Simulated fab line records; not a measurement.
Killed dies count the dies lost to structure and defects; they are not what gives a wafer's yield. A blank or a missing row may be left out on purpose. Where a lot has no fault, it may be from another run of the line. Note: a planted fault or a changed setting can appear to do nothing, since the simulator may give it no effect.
Matching of chambers || flow n5 finfet || rie diel-02 running N5_BEOL_M7_ETCH_66: 4 sister chambers
The step etches SOC in N2/H2, target depth 80 nm, overetch 16 nm, time 120 s. 4 wafers are shown with their chamber, then 8 later ones without.

WAFERS PAIRED WITH THEIR CHAMBERS
{"wafer": "L991.1", "chamber": 2, "drypump motor current A (A)": 5.1}
{"wafer": "L991.2", "chamber": 1, "drypump motor current A (A)": 6.3}
{"wafer": "L991.3", "chamber": 3, "drypump motor current A (A)": 5.9}
{"wafer": "L990.1", "chamber": 0, "drypump motor current A (A)": 5.3}

WAFERS WITHOUT THEIR CHAMBER
{"wafer": "L990.3", "drypump motor current A (A)": 5.9}
{"wafer": "L990.5", "drypump motor current A (A)": 5.1}
{"wafer": "L992.2", "drypump motor current A (A)": 5.1}
{"wafer": "L992.3", "drypump motor current A (A)": 6.3}
{"wafer": "L992.4", "drypump motor current A (A)": 5.2}
{"wafer": "L993.2", "drypump motor current A (A)": 5.9}
{"wafer": "L993.3", "drypump motor current A (A)": 5.1}
{"wafer": "L993.5", "drypump motor current A (A)": 6.3}

THE CHAMBER EACH PASSED THROUGH
{"wafer": "L990.3", "from the rows above": 3, "in truth": 3}
{"wafer": "L990.5", "from the rows above": 2, "in truth": 2}
{"wafer": "L992.2", "from the rows above": 2, "in truth": 2}
{"wafer": "L992.3", "from the rows above": 1, "in truth": 1}
{"wafer": "L992.4", "from the rows above": "can't be placed: 0 or 2", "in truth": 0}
{"wafer": "L993.2", "from the rows above": 3, "in truth": 3}
{"wafer": "L993.3", "from the rows above": 2, "in truth": 2}
{"wafer": "L993.5", "from the rows above": 1, "in truth": 1}
7 of 8 placed correctly. Can't be placed from these rows: 1 (the true chamber is among the candidates in 1). 0 placed wrongly.
How it was worked out, from the rows above alone: a wafer's distance from a chamber is the root of the sum, over the readings, of the square of ((its reading less the chamber's mean) divided by the reading's scatter). If the next closest chamber is less than 2 further off than the closest, the wafer can't be placed; otherwise it belongs to the closest. Each chamber's mean is taken over the wafers shown for it. The scatter: with one shown wafer a chamber, the root of the mean of the squares of how far each hidden wafer lies from its nearest shown one.
